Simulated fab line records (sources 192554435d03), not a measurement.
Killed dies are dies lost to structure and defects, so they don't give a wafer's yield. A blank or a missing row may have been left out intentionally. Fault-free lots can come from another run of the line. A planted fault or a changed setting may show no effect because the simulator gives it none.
Chamber matching	flow n5Finfet	N5_SD_EPI_N_ETCH_16 on rieDiel-01: 4 sister chambers
The step etches SiO2 in CHF3/O2, target depth 5 nm. 22 wafers are shown with their chamber, then 11 later ones without.

== WAFERS WITH THEIR CHAMBER ==
wafer	chamber	drypumpMotorCurrentA (A)	rfVppV (V)	showerheadPlenumPTorr (Torr)
L076.1	2	5.0	515	2.29
L076.2	3	5.7	560	2.51
L076.4	0	6.5	526	2.48
L079.1	2	5.0	515	2.28
L079.2	0	6.5	525	2.48
L079.6	1	5.8	516	2.31
L080.1	1	5.8	518	2.31
L080.2	0	6.5	525	2.48
L080.4	2	5.0	517	2.28
L081.2	0	6.5	525	2.48
L081.3	2	5.0	514	2.28
L081.6	2	5.0	513	2.28
L085.1	3	5.7	560	2.50
L085.3	1	5.8	518	2.30
L085.5	0	6.5	525	2.48
L087.1	0	6.5	526	2.48
L087.4	1	5.7	517	2.30
L087.5	3	5.7	561	2.50
L089.3	1	5.8	516	2.30
L089.4	1	5.8	516	2.30
L089.6	0	6.5	527	2.47
L090.4	3	5.7	560	2.49

SIGNATURES (means of the wafers above)
reading	chamber 0	chamber 1	chamber 2	chamber 3	scatter within a chamber
drypumpMotorCurrentA	6.500	5.783	5.000	5.700	0.0215
rfVppV	525.57	516.83	514.80	560.25	1
showerheadPlenumPTorr	2.4786	2.3033	2.2820	2.5000	0.00527
Rule: for a wafer and a chamber, the distance is found by dividing, reading by reading, the gap between the wafer's reading and the chamber's mean by the reading's scatter, squaring, summing and taking the root. The wafer belongs to the nearest chamber; if the next one is less than 2 further off, it can't be placed. The scatter is the square root of a quotient: the sum, over the shown wafers, of each reading's squared deviation from its chamber's mean, divided by wafers minus chambers.

== WAFERS WITHOUT THEIR CHAMBER ==
wafer	drypumpMotorCurrentA (A)	rfVppV (V)	showerheadPlenumPTorr (Torr)
L090.5	5.7	516	2.30
L090.6	6.5	526	2.47
L093.1	5.1	521	2.57
L093.5	5.1	523	2.56
L093.6	5.7	559	2.49
L096.2	5.8	516	2.30
L096.4	5.1	523	2.56
L096.6	5.7	515	2.30
L097.2	5.1	522	2.56
L097.3	5.8	518	2.30
L097.4	5.7	561	2.49

== EACH ONE'S CHAMBER ==
wafer	from the rows above	in truth
L090.5	1	1
L090.6	0	0
L093.1	3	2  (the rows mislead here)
L093.5	3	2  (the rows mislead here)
L093.6	3	3
L096.2	1	1
L096.4	3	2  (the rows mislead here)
L096.6	1	1
L097.2	3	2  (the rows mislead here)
L097.3	1	1
L097.4	3	3
7 of 11 placed correctly. Not placeable from these rows: 0. 4 placed wrongly.
